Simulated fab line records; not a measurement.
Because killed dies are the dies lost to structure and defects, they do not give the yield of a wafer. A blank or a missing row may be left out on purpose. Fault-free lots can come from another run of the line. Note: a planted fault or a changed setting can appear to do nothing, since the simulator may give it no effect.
fab line records -- flow n5-finfet
record lots=10, wafers=30, last-day=18
route steps=1938 shown BEOL_M1@817 BEOL_M2@841 BEOL_M4@1111 PASSIVATION@1936
lots that met no fault: taken from a fault-free run of the same line
start-h: hours from the record's first day to the start of the lot's first wafer shown -- wait-h: hours since the lot's step before -- " same as the row above -- L1.1+2: a single row standing in for several wafers -- - value missing, or start not given -- * or withheld: withheld -- < > ~ a bound
route shown NAME@n: NAME is a module with steps in the file, n the number in the route of the first one -- usual: the fault-free wafers' mean and standard deviation -- same: alike in all rows -- chamber/n: place in a boat -- sites: the reading at each site -- _std_site: the standard deviation of these -- _edge_site: the outer-site mean with the inner-site mean subtracted -- radius-mm: for every site, how far away it sits from the centre of the wafer -- mask NAME#n: copy n -- behind: the last tool/chamber to shape the wafer -- hold: reason for holding the lot/hours on hold/outcome of the hold -- device: transistor that didn't switch, given as n, p or np -- end of line: the same wafers' tests at the end of the route -- for a step that has no rows: nothing shown but its recipe -- killed: dies that structure and defects cost at the first sort, which is not the same as the wafer's yield -- map: shows each die of a wafer: x if killed, . if not, _ if none is there
set.NAME: the setting as run; set.NAME@STEP: as run at that earlier step -- model.NAME: the simulator's own value behind a step, which no gauge read
the route's steps for a sample of lots (tables are steps, rows are wafers)
services: when a tool's chamber went out of use (start-h, in hours from the record's first day, below 0 if earlier), for how many hours, and the reason
## steps
# step N5_BEOL_M1_ANNEAL_80
# recipe temp-c=400, time-s=240, ambient=vacuum
# usual heater-power-w=790/70, susceptor-temp-C=399.99/0.21
lot.wafer,tool,chamber,start-h,wait-h,heater-power-w,susceptor-temp-C
L991.2,pvd-sputter-01,-,159.34,0.0,758,400.29
L991.3,pvd-sputter-01,-,159.34,0.0,838,400.14
L991.6,pvd-sputter-01,-,159.34,0.0,763,400.16
L992.1,pvd-sputter-03,-,160.57,0.0,749,400.09
L992.2,pvd-sputter-03,-,160.57,0.0,799,400.26
L992.4,pvd-sputter-03,-,160.57,0.0,835,400.05
L994.1,pvd-sputter-03,-,164.54,0.0,743,399.84
L994.3,pvd-sputter-03,-,164.54,0.0,839,400.14
L994.5,pvd-sputter-03,-,164.54,0.0,846,400.24
L996.1,pvd-sputter-01,-,176.92,0.0,792,399.97
L996.3,pvd-sputter-01,-,176.92,0.0,766,399.85
L996.6,pvd-sputter-01,-,176.92,0.0,763,400.11
L997.2,pvd-sputter-01,-,178.76,0.0,783,400.03
L997.3,pvd-sputter-01,-,178.76,0.0,840,400.00
L997.6,pvd-sputter-01,-,178.76,0.0,754,399.65
L104.2,pvd-sputter-01,-,223.41,0.0,821,399.62
L104.4,pvd-sputter-01,-,223.41,0.0,761,399.87
L104.6,pvd-sputter-01,-,223.41,0.0,764,399.66
L107.1,pvd-sputter-02,-,237.98,0.0,822,399.80
L107.2,pvd-sputter-02,-,237.98,0.0,784,400.20
L107.4,pvd-sputter-02,-,237.98,0.0,642,400.46
L111.1,pvd-sputter-02,-,263.59,0.0,986,399.97
L111.4,pvd-sputter-02,-,263.59,0.0,827,399.48
L111.5,pvd-sputter-02,-,263.59,0.0,798,399.58
L109.1,pvd-sputter-03,-,269.21,0.0,826,400.14
L109.3,pvd-sputter-03,-,269.21,0.0,766,400.00
L109.6,pvd-sputter-03,-,269.21,0.0,799,400.30
L112.1,pvd-sputter-03,-,273.07,0.0,776,400.22
L112.4,pvd-sputter-03,-,273.07,0.0,745,400.26
L112.6,pvd-sputter-03,-,273.07,0.0,741,400.04
# step N5_BEOL_M1_SPUTTER_90
# recipe material=Cu, target-thk-a=45, temp-c=-20, chamber-pressure-pa=0.07, power-w=withheld, time-s=8.29
# usual chuck-gas-flow-sccm=1.26/0.045, susceptor-temp-C=-20.02/0.11, throttle-valve-pct=30.0/1.3
lot.wafer,tool,chamber,start-h,wait-h,chuck-gas-flow-sccm,susceptor-temp-C,throttle-valve-pct
L991.2,pvd-sputter-01,-,160.14,0.1,1.28,-19.98,29.4
L991.3,pvd-sputter-01,-,160.14,0.1,1.29,-20.17,29.8
L991.6,pvd-sputter-01,-,160.14,0.1,1.33,-20.01,30.1
L992.1,pvd-sputter-03,-,161.37,0.1,1.23,-19.86,31.6
L992.2,pvd-sputter-03,-,161.37,0.1,1.25,-20.15,28.3
L992.4,pvd-sputter-03,-,161.37,0.1,1.27,-19.98,31.2
L994.1,pvd-sputter-03,-,165.34,0.1,1.25,-19.88,31.4
L994.3,pvd-sputter-03,-,165.34,0.1,1.25,-20.20,31.0
L994.5,pvd-sputter-03,-,165.34,0.1,1.22,-20.22,30.7
L996.1,pvd-sputter-01,-,177.72,0.1,1.25,-19.71,29.8
L996.3,pvd-sputter-01,-,177.72,0.1,1.28,-20.02,29.6
L996.6,pvd-sputter-01,-,177.72,0.1,1.17,-20.16,29.1
L997.2,pvd-sputter-01,-,179.56,0.1,1.28,-20.16,29.9
L997.3,pvd-sputter-01,-,179.56,0.1,1.24,-20.02,30.0
L997.6,pvd-sputter-01,-,179.56,0.1,1.25,-20.03,29.3
L104.2,pvd-sputter-01,-,224.21,0.1,1.27,-19.86,30.1
L104.4,pvd-sputter-01,-,224.21,0.1,1.25,-20.17,30.4
L104.6,pvd-sputter-01,-,224.21,0.1,1.22,-19.91,30.5
L107.1,pvd-sputter-02,-,238.78,0.1,1.28,-20.06,28.4
L107.2,pvd-sputter-02,-,238.78,0.1,1.16,-20.15,31.0
L107.4,pvd-sputter-02,-,238.78,0.1,1.27,-19.85,32.4
L111.1,pvd-sputter-02,-,264.39,0.1,1.29,-20.03,29.2
L111.4,pvd-sputter-02,-,264.39,0.1,1.19,-19.93,28.6
L111.5,pvd-sputter-02,-,264.39,0.1,1.24,-19.94,28.3
L109.1,pvd-sputter-03,-,270.01,0.1,1.32,-19.99,28.5
L109.3,pvd-sputter-03,-,270.01,0.1,1.23,-19.78,32.0
L109.6,pvd-sputter-03,-,270.01,0.1,1.29,-19.89,28.6
L112.1,pvd-sputter-03,-,273.87,0.1,1.24,-19.97,27.9
L112.4,pvd-sputter-03,-,273.87,0.1,1.30,-20.04,31.9
L112.6,pvd-sputter-03,-,273.87,0.1,1.36,-19.96,31.6
# step N5_BEOL_M1_ANNEAL_91
# recipe temp-c=400, time-s=240, ambient=vacuum
# usual heater-power-w=789/70, susceptor-temp-C=399.99/0.24
lot.wafer,tool,chamber,start-h,wait-h,heater-power-w,susceptor-temp-C
L991.2,pvd-sputter-01,-,160.22,0.0,755,400.43
L991.3,pvd-sputter-01,-,160.22,0.0,825,399.82
L991.6,pvd-sputter-01,-,160.22,0.0,773,399.94
L992.1,pvd-sputter-03,-,161.45,0.0,770,400.17
L992.2,pvd-sputter-03,-,161.45,0.0,810,399.36
L992.4,pvd-sputter-03,-,161.45,0.0,830,399.94
L994.1,pvd-sputter-03,-,165.42,0.0,738,400.15
L994.3,pvd-sputter-03,-,165.42,0.0,849,400.24
L994.5,pvd-sputter-03,-,165.42,0.0,841,400.08
L996.1,pvd-sputter-01,-,177.80,0.0,813,400.13
L996.3,pvd-sputter-01,-,177.80,0.0,763,399.97
L996.6,pvd-sputter-01,-,177.80,0.0,742,400.13
L997.2,pvd-sputter-01,-,179.64,0.0,782,399.98
L997.3,pvd-sputter-01,-,179.64,0.0,827,399.87
L997.6,pvd-sputter-01,-,179.64,0.0,760,400.14
L104.2,pvd-sputter-01,-,224.29,0.0,807,399.91
L104.4,pvd-sputter-01,-,224.29,0.0,754,400.19
L104.6,pvd-sputter-01,-,224.29,0.0,768,400.13
L107.1,pvd-sputter-02,-,238.86,0.0,808,400.03
L107.2,pvd-sputter-02,-,238.86,0.0,795,399.94
L107.4,pvd-sputter-02,-,238.86,0.0,637,399.89
L111.1,pvd-sputter-02,-,264.47,0.0,1000,400.01
L111.4,pvd-sputter-02,-,264.47,0.0,819,400.35
L111.5,pvd-sputter-02,-,264.47,0.0,822,400.36
L109.1,pvd-sputter-03,-,270.09,0.0,815,399.96
L109.3,pvd-sputter-03,-,270.09,0.0,754,399.53
L109.6,pvd-sputter-03,-,270.09,0.0,800,399.62
L112.1,pvd-sputter-03,-,273.95,0.0,755,400.11
L112.4,pvd-sputter-03,-,273.95,0.0,749,399.94
L112.6,pvd-sputter-03,-,273.95,0.0,752,399.53
# step N5_BEOL_M2_ILD_DEP_00
# recipe material=SiOC, target-thk-a=790, temp-c=350, precursor=DEMS/O2, pressure-torr=5, rf-w=500, time-s=15.3
# usual heater-power-outer-w=261/53, heater-power-w=508/88, showerhead-plenum-p-Torr=5.687/0.016, susceptor-temp-C=350.01/0.22, throttle-valve-pct=11.9/0.45
lot.wafer,tool,chamber,start-h,wait-h,heater-power-outer-w,heater-power-w,showerhead-plenum-p-Torr,susceptor-temp-C,throttle-valve-pct
L991.2,pecvd-01,2,161.91,0.0,324,590,5.689,350.02,11.5
L991.3,pecvd-01,0,161.91,0.0,242,474,5.688,350.18,12.6
L991.6,pecvd-01,0,161.91,0.0,239,476,5.689,349.88,12.3
L992.1,pecvd-03,1,163.36,0.0,227,476,5.721,349.68,12.1
L992.2,pecvd-03,2,163.36,0.0,344,602,5.721,350.09,10.9
L992.4,pecvd-03,0,163.36,0.0,174,362,5.685,350.04,12.7
L994.1,pecvd-01,2,167.13,0.0,330,585,5.711,349.61,11.5
L994.3,pecvd-01,0,167.13,0.0,238,472,5.681,350.37,12.3
L994.5,pecvd-01,2,167.13,0.0,333,606,5.717,350.15,11.2
L996.1,pecvd-04,0,179.49,0.0,268,538,5.687,350.26,12.1
L996.3,pecvd-04,2,179.49,0.0,295,585,5.663,349.98,11.9
L996.6,pecvd-04,2,179.49,0.0,301,577,5.673,349.82,12.2
L997.2,pecvd-04,2,181.59,0.1,311,599,5.671,349.62,12.3
L997.3,pecvd-04,0,181.59,0.1,357,673,5.689,345.94,12.0
L997.6,pecvd-04,0,181.59,0.1,251,525,5.698,345.70,12.0
L104.2,pecvd-01,0,226.01,0.0,202,435,5.706,350.01,12.6
L104.4,pecvd-01,2,226.01,0.0,285,526,5.718,349.85,11.7
L104.6,pecvd-01,0,226.01,0.0,213,429,5.676,350.16,12.1
L107.1,pecvd-01,0,240.56,0.0,263,508,5.701,350.14,12.5
L107.2,pecvd-01,2,240.56,0.0,325,599,5.687,350.03,11.4
L107.4,pecvd-01,0,240.56,0.0,259,511,5.688,350.15,12.2
L111.1,pecvd-01,0,266.16,0.0,240,475,5.678,350.21,12.2
L111.4,pecvd-01,2,266.16,0.0,326,583,5.700,350.26,11.7
L111.5,pecvd-01,0,266.16,0.0,244,486,5.683,349.81,12.4
L109.1,pecvd-01,2,271.78,0.0,313,569,5.691,350.20,11.6
L109.3,pecvd-01,0,271.78,0.0,255,501,5.680,349.92,12.4
L109.6,pecvd-01,1,271.78,0.0,167,347,5.686,350.14,11.8
L112.1,pecvd-04,1,275.64,0.0,243,496,5.676,350.13,11.3
L112.4,pecvd-04,2,275.64,0.0,323,613,5.673,350.24,12.2
L112.6,pecvd-04,0,275.64,0.0,347,650,5.691,349.97,12.2
# step N5_BEOL_M4_RC_MEAS_101
# usual DIBL_N=35.9/1.4, DIBL_P=35.9/1.7, IOFF_N=0.160/0.026, IOFF_P=0.21/0.036, ION_N=672/11, ION_P=461/8.1, SS_N=71.4/0.54, SS_P=73.2/0.67, VT_N=249.3/2.7, VT_P=-250/3.9
lot.wafer,tool,chamber,start-h,wait-h,DIBL_N[mV/V],DIBL_P[mV/V],IOFF_N[nA/um],IOFF_P[nA/um],ION_N[uA/um],ION_P[uA/um],SS_N[mV/dec],SS_P[mV/dec],VT_N[mV],VT_P[mV]
L991.2,prober-01,0,192.44,0.2,34.8,34.6,0.127,0.20,660,460,71.4,71.7,253.8,-248
L991.3,prober-01,0,192.44,0.2,36.4,37.3,0.172,0.26,683,474,71.5,73.3,250.2,-246
L991.6,prober-01,0,192.44,0.2,32.5,32.9,0.114,0.19,669,470,70.7,72.3,250.5,-247
L992.1,prober-02,0,196.80,0.0,36.3,36.2,0.161,0.22,674,462,71.1,74.1,249.6,-247
L992.2,prober-02,0,196.80,0.0,38.0,39.1,0.208,0.28,682,465,72.0,73.7,246.3,-248
L992.4,prober-02,0,196.80,0.0,36.7,35.7,0.169,0.21,674,454,71.8,73.2,250.4,-247
L994.1,prober-01,0,206.52,0.0,37.4,35.6,0.178,0.20,674,456,71.8,73.3,247.8,-255
L994.3,prober-01,0,206.52,0.0,37.1,36.0,0.178,0.21,686,458,71.6,73.6,249.2,-253
L994.5,prober-01,0,206.52,0.0,35.0,33.4,0.136,0.16,664,448,71.7,72.4,253.0,-255
L996.1,prober-01,0,208.68,0.0,36.4,34.8,0.153,0.20,671,464,71.4,73.4,250.6,-250
L996.3,prober-01,0,208.68,0.0,36.4,35.9,0.160,0.23,677,474,71.3,73.2,248.7,-247
L996.6,prober-01,0,208.68,0.0,35.4,34.2,0.147,0.20,670,465,70.6,72.6,249.6,-246
L997.2,prober-02,0,222.69,0.2,36.4,37.4,0.167,0.19,688,457,70.5,74.0,249.1,-254
L997.3,prober-02,0,222.69,0.2,34.8,35.2,0.132,0.16,673,456,71.3,73.0,249.8,-256
L997.6,prober-02,0,222.69,0.2,36.5,36.9,0.172,0.20,679,463,70.6,73.3,248.2,-251
L104.2,prober-02,0,255.08,0.2,34.8,35.3,0.136,0.16,656,454,71.0,73.2,249.6,-255
L104.4,prober-02,0,255.08,0.2,34.5,34.6,0.142,0.16,669,453,70.9,73.3,250.4,-254
L104.6,prober-02,0,255.08,0.2,34.4,35.7,0.152,0.17,681,458,71.0,72.9,247.1,-254
L107.1,prober-01,0,276.40,0.0,37.8,38.4,0.207,0.23,679,458,72.8,73.4,246.9,-248
L107.2,prober-01,0,276.40,0.0,34.7,34.8,0.137,0.18,658,456,71.4,72.3,250.4,-252
L107.4,prober-01,0,276.40,0.0,37.3,38.4,0.178,0.23,672,459,72.2,74.3,245.6,-248
L109.1,prober-02,0,309.35,0.0,36.1,34.4,0.142,0.15,664,450,70.9,72.8,249.5,-258
L109.3,prober-02,0,309.35,0.0,37.1,36.0,0.142,0.17,643,441,71.9,73.1,253.3,-254
L109.6,prober-02,0,309.35,0.0,37.0,36.6,0.158,0.18,674,450,71.8,73.2,248.2,-255
L111.1,prober-01,0,309.69,0.0,36.2,37.0,0.186,0.23,670,458,72.1,73.9,245.1,-248
L111.4,prober-01,0,309.69,0.0,35.4,37.1,0.171,0.22,690,465,71.6,74.4,248.0,-250
L111.5,prober-01,0,309.69,0.0,34.2,34.5,0.136,0.18,660,451,71.1,72.8,251.7,-253
L112.1,prober-02,0,316.26,0.0,36.1,36.2,0.149,0.18,665,456,71.0,72.9,252.6,-253
L112.4,prober-02,0,316.26,0.0,35.0,35.4,0.136,0.17,678,459,70.9,73.7,253.1,-255
L112.6,prober-02,0,316.26,0.0,38.2,39.4,0.190,0.24,675,462,71.5,74.2,249.5,-248
# step N5_PASSIVATION_PROBE_49
# usual defect-limited-yield=90.9/1.5, killed_at_M0_to_M3=35/10, killed_at_M4_up=14/5.2, killed-at-contacts=13/7.3, killed-at-front-end=42/12, killed-at-other=3.4/2.5, killed-dies=108/18, killed-open=70/13, killed-short=35/8, sort_bin_5_function=5.4/1, sort_bin_6_memory=3.4/0.71, sort_bin_8_speed=0.00/0.0099, sort-n-pass=1072/18, sort-yield-pct=90.9/1.5
# same gross-dies=1180, killed-at-back-side=0, sort_bin_4_leakage[%]=0
lot.wafer,tool,chamber,start-h,wait-h,defect-limited-yield[%],killed_at_M0_to_M3,killed_at_M4_up,killed-at-contacts,killed-at-front-end,killed-at-other,killed-dies,killed-open,killed-short,sort_bin_5_function[%],sort_bin_6_memory[%],sort_bin_8_speed[%],sort-n-pass,sort-yield-pct[%]
L994.1,prober-02,-,303.40,0.0,92.1,29,11,19,31,3,93,57,34,4.2,3.5,0,1087,92.1
L994.3,prober-02,-,303.50,0.1,92.0,22,22,9,37,4,94,54,36,5.4,2.2,0,1086,92.0
L994.5,prober-02,-,303.60,0.2,90.6,24,16,22,45,4,111,82,26,5.3,3.9,0,1069,90.6
L104.2,prober-02,-,361.47,0.1,93.1,31,10,8,31,1,81,61,20,3.5,3.2,0,1099,93.1
L104.4,prober-02,-,361.57,0.2,88.2,41,14,10,68,6,139,98,40,7.0,4.4,0,1041,88.2
L104.6,prober-02,-,361.67,0.3,90.7,30,16,18,43,3,110,77,32,4.9,3.7,0,1070,90.7
# killed by level:class
L994.1 MOL_CONTACT_COAG:geometric-particle:open=16 FIN_SAQP:geometric-particle:open=9 BEOL_M0_SAQP:geometric-particle:short=9 FIN_SAQP:geometric-particle:short=7 STI_FIN_REVEAL:geometric-particle:open=5 BEOL_M2:geometric-particle:open=5 GATE_CUT:geometric-particle:short=4 BEOL_M0_SAQP:geometric-particle:open=4
L994.3 STI_FIN_REVEAL:geometric-particle:open=12 BEOL_M0_SAQP:geometric-particle:short=8 BEOL_M4:geometric-particle:open=6 BEOL_M5:geometric-particle:short=6 MOL_CONTACT_COAG:geometric-particle:open=6 BEOL_M0_SAQP:geometric-particle:open=6 FIN_SAQP:geometric-particle:open=4 FIN_SAQP:geometric-particle:short=4
L994.5 MOL_CONTACT_COAG:geometric-particle:open=20 FIN_SAQP:geometric-particle:open=15 STI_FIN_REVEAL:geometric-particle:open=13 BEOL_M0_SAQP:geometric-particle:open=9 FIN_SAQP:geometric-particle:short=5 BEOL_M0_SAQP:geometric-particle:short=4 BEOL_M1:geometric-particle:short=4 BEOL_M5:geometric-particle:open=4
L104.2 BEOL_M2:geometric-particle:open=15 FIN_SAQP:geometric-particle:short=6 STI_FIN_REVEAL:geometric-particle:open=6 MOL_CONTACT_COAG:geometric-particle:open=6 FIN_SAQP:geometric-particle:open=5 BEOL_M3:geometric-particle:open=5 STARTING-WAFER:geometric-particle:open=4 BEOL_M4:geometric-particle:open=4
L104.4 FIN_SAQP:geometric-particle:open=15 BEOL_M0_SAQP:geometric-particle:open=13 BEOL_M0_SAQP:geometric-particle:short=13 STI_FIN_REVEAL:geometric-particle:open=11 FIN_SAQP:geometric-particle:short=10 DUMMY_GATE:geometric-particle:open=10 MOL_CONTACT_COAG:geometric-particle:open=9 GATE_CUT:geometric-particle:short=6
L104.6 STI_FIN_REVEAL:geometric-particle:open=13 MOL_CONTACT_COAG:geometric-particle:open=13 BEOL_M0_SAQP:geometric-particle:open=10 FIN_SAQP:geometric-particle:open=9 BEOL_M4:geometric-particle:open=8 FIN_SAQP:geometric-particle:short=6 BEOL_M0_SAQP:geometric-particle:short=6 MOL_CONTACT_COAG:geometric-particle:short=5
## services
tool,chamber,start-h,hours,kind
pecvd-03,2,138.28,2.1,scheduled-down
pvd-sputter-02,-,138.49,1.9,repair
pvd-sputter-03,-,149.97,2.2,repair
pecvd-01,-,178.63,6.0,pm
pecvd-01,2,207.56,17.3,repair
pecvd-03,-,212.33,5.2,repair
pecvd-01,0,214.99,5.0,scheduled-down
pecvd-04,1,222.69,5.5,scheduled-down
pecvd-04,0,228.15,2.1,scheduled-down
pecvd-03,-,266.75,2.8,pm
pecvd-01,0,270.45,-,calibration
## key
first-sign step=N5_BEOL_M2_ILD_DEP_00, reading=susceptor-temp-C, direction=down, sigmas=19, usual=*, struck=*
effect none on later readings
met-at N5_BEOL_M2_ILD_DEP_00
struck-lots L997
struck-wafers L997.3,L997.6
not-acting-at N5_BEOL_M1_ANNEAL_80,N5_BEOL_M1_SPUTTER_90,N5_BEOL_M1_ANNEAL_91
onset-between 179.49 181.59
fault kind=process-parameter-drift, tool=pecvd-04, chamber=0, onset-h=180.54, steps=N5_BEOL_M2_ILD_DEP_00, channel=temp-c, offset=*, shape=step, end-h=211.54, acts-in=*, stated=*
